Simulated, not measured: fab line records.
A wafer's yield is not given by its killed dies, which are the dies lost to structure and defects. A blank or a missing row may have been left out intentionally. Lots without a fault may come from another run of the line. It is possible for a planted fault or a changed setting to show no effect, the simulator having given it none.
Which tool was responsible?    flow nand-harc    21 lots with 63 wafers sampled at 2 steps, on a route of 1159 steps

## WHAT THE GAUGES READ, wafer by wafer
NHARC_A_CHANNEL_HOLE_D1_CD_MEAS_30. Usual: cd-nm at 90.4 nm, with a standard deviation of 1.5.
lot   measured      on         cd-nm (nm)      flag
L074  day 8 09:00   cd-sem-02  90.2 90.0 91.1  
L075  day 8 22:26   cd-sem-03  89.7 93.4 90.1  
L076  day 8 23:53   cd-sem-02  88.7 90.1 90.1  
L077  day 9 02:37   cd-sem-03  91.6 90.9 88.7  
L079  day 9 08:46   cd-sem-02  89.2 88.8 89.7  
L081  day 9 23:28   cd-sem-02  90.1 90.7 91.7  
L080  day 9 23:39   cd-sem-01  88.9 89.8 91.7  
L082  day 10 12:52  cd-sem-02  90.8 88.9 91.4  
L083  day 11 04:56  cd-sem-01  89.6 91.5 92.6  
L084  day 11 17:28  cd-sem-02  88.0 88.3 89.2  
L085  day 11 17:23  cd-sem-01  90.0 89.4 91.2  
L088  day 11 21:08  cd-sem-03  90.7 89.4 94.1  
L086  day 11 21:49  cd-sem-01  91.2 89.1 91.2  
L087  day 12 01:19  cd-sem-03  93.3 89.5 89.5  
L090  day 12 09:43  cd-sem-02  87.1 91.8 91.4  
L093  day 12 15:34  cd-sem-03  91.6 91.6 88.3  
L091  day 12 16:14  cd-sem-03  89.8 91.5 88.7  
L092  day 12 20:07  cd-sem-02  93.7 91.0 91.0  
L095  day 13 19:07  cd-sem-02  90.4 89.6 89.5  
L096  day 13 20:18  cd-sem-01  92.0 93.6 92.2  
L094  day 14 06:20  cd-sem-02  90.9 90.7 90.9  

## TOOL THAT RAN EACH LOT (tool first, then ch and the chambers of the sampled wafers, then the start)
lot   NHARC_A_CHANNEL_HOLE_D1_ETCH_44
L074  rie-diel-06 ch 0,1,2, day 8 08:13
L075  rie-diel-01 ch 0,1,2, day 8 21:39
L076  rie-diel-03 ch 1,2, day 8 23:05
L077  rie-diel-06 ch 0,1,3, day 9 01:50
L079  rie-diel-01 ch 0,1,2, day 9 07:58
L081  rie-diel-01 ch 0,1,2, day 9 22:40
L080  rie-diel-06 ch 0,3, day 9 22:52
L082  rie-diel-03 ch 0,1,2, day 10 12:02
L083  rie-diel-01 ch 0,2,3, day 11 04:02
L084  rie-diel-03 ch 3, day 11 16:18
L085  rie-diel-01 ch 1,2,3, day 11 16:36
L088  rie-diel-06 ch 2,3, day 11 20:20
L086  rie-diel-03 ch 0,3, day 11 20:54
L087  rie-diel-06 ch 0,1,2, day 12 00:31
L090  rie-diel-01 ch 0,1, day 12 08:55
L093  rie-diel-01 ch 1,2,3, day 12 14:46
L091  rie-diel-06 ch 0,2,3, day 12 15:26
L092  rie-diel-03 ch 1,2,3, day 12 19:19
L095  rie-diel-06 ch 0,1,2, day 13 18:18
L096  rie-diel-01 ch 0,1,2, day 13 19:31
L094  rie-diel-03 ch 0,1,3, day 14 05:34
- NHARC_A_CHANNEL_HOLE_D1_ETCH_44: etches the open film in CF4/O2, target depth 140 nm, overetch 14 nm, time 77 s.

## AS READ BY THE TOOLS THEMSELVES (means over the sampled wafers that have a number; for cases with no such wafer, the mark the record gives instead)
NHARC_A_CHANNEL_HOLE_D1_ETCH_44. Usual: cf4-flow-sccm 79.96 sccm, standard deviation 0.25; chamber-pressure-mTorr 30.002 mTorr, standard deviation 0.028; drypump-motor-current-A 5.7 A, standard deviation 0.39; oes-product-au 1.000 a.u., standard deviation 0.017; rf-fwd-power-W 297.9 W, standard deviation 1.2; rf-vpp-V 198.2 V, standard deviation 1.1; showerhead-plenum-p-Torr 1.35 Torr, standard deviation 0.047; throttle-valve-pct 13.397 %, standard deviation 0.0094.
lot   tool         cf4-flow-sccm (sccm)  chamber-pressure-mTorr (mTorr)  drypump-motor-current-A (A)  oes-product-au (a.u.)  rf-fwd-power-W (W)  rf-vpp-V (V)  showerhead-plenum-p-Torr (Torr)  throttle-valve-pct (%)  flag
L074  rie-diel-06  79.86                 30.006                          5.4                          0.995                  297.1               198.1         1.36                             13.400                  
L075  rie-diel-01  80.09                 30.005                          5.9                          0.990                  298.5               197.9         1.37                             13.400                  
L076  rie-diel-03  79.84                 29.997                          5.0                          1.003                  296.8               199.9         1.39                             13.399                  
L077  rie-diel-06  79.87                 30.013                          5.6                          0.997                  296.9               197.6         1.34                             13.404                  
L079  rie-diel-01  79.94                 29.984                          5.9                          0.989                  297.1               199.0         1.37                             13.397                  
L081  rie-diel-01  79.87                 29.995                          5.9                          1.000                  297.5               198.8         1.37                             13.396                  
L080  rie-diel-06  80.26                 30.017                          5.6                          1.017                  297.1               197.7         1.34                             13.389                  
L082  rie-diel-03  80.24                 30.000                          5.4                          0.992                  296.8               198.4         1.37                             13.394                  
L083  rie-diel-01  79.80                 29.999                          6.0                          1.008                  299.3               198.5         1.36                             13.406                  
L084  rie-diel-03  79.74                 30.007                          5.7                          0.983                  298.4               197.1         1.27                             13.404                  
L085  rie-diel-01  79.86                 29.998                          5.7                          0.998                  297.9               197.5         1.33                             13.402                  
L088  rie-diel-06  79.75                 30.010                          5.3                          1.006                  298.6               197.6         1.38                             13.401                  
L086  rie-diel-03  80.27                 30.022                          5.9                          0.999                  298.8               198.1         1.34                             13.393                  
L087  rie-diel-06  79.86                 29.985                          5.5                          1.004                  297.3               198.2         1.36                             13.394                  
L090  rie-diel-01  80.06                 30.013                          5.8                          0.983                  298.0               198.1         1.37                             13.406                  
L093  rie-diel-01  79.88                 30.001                          5.7                          1.002                  298.4               197.8         1.33                             13.396                  
L091  rie-diel-06  80.16                 30.025                          5.5                          1.015                  298.0               198.3         1.37                             13.396                  
L092  rie-diel-03  79.60                 29.993                          5.3                          0.990                  297.6               198.0         1.34                             13.401                  
L095  rie-diel-06  79.97                 30.002                          5.4                          1.003                  298.4               198.2         1.36                             13.402                  
L096  rie-diel-01  79.92                 30.013                          5.9                          0.998                  298.0               197.9         1.37                             13.400                  
L094  rie-diel-03  79.92                 30.012                          5.5                          0.998                  297.4               198.2         1.36                             13.400                  

## THE ANSWER, worked out from the rows above alone
Rule: a lot is off if the mean of its wafers that have a number lies more than 3 standard deviations from the usual mean. Also off: a lot with no number at a reading for which 4 or more lots have one. All remaining lots with rows at the step are treated as sound. Order of review: gauges by route order, followed by the tools' own readings, for which a lot's mean as printed above is used. The first step at which some lot is off is used, and at that step the reading that is off furthest; a lot without a number counts as furthest.
None of the lots is off at any reading shown; this tells nothing.

## WHAT WAS PUT IN BY THE SIMULATOR
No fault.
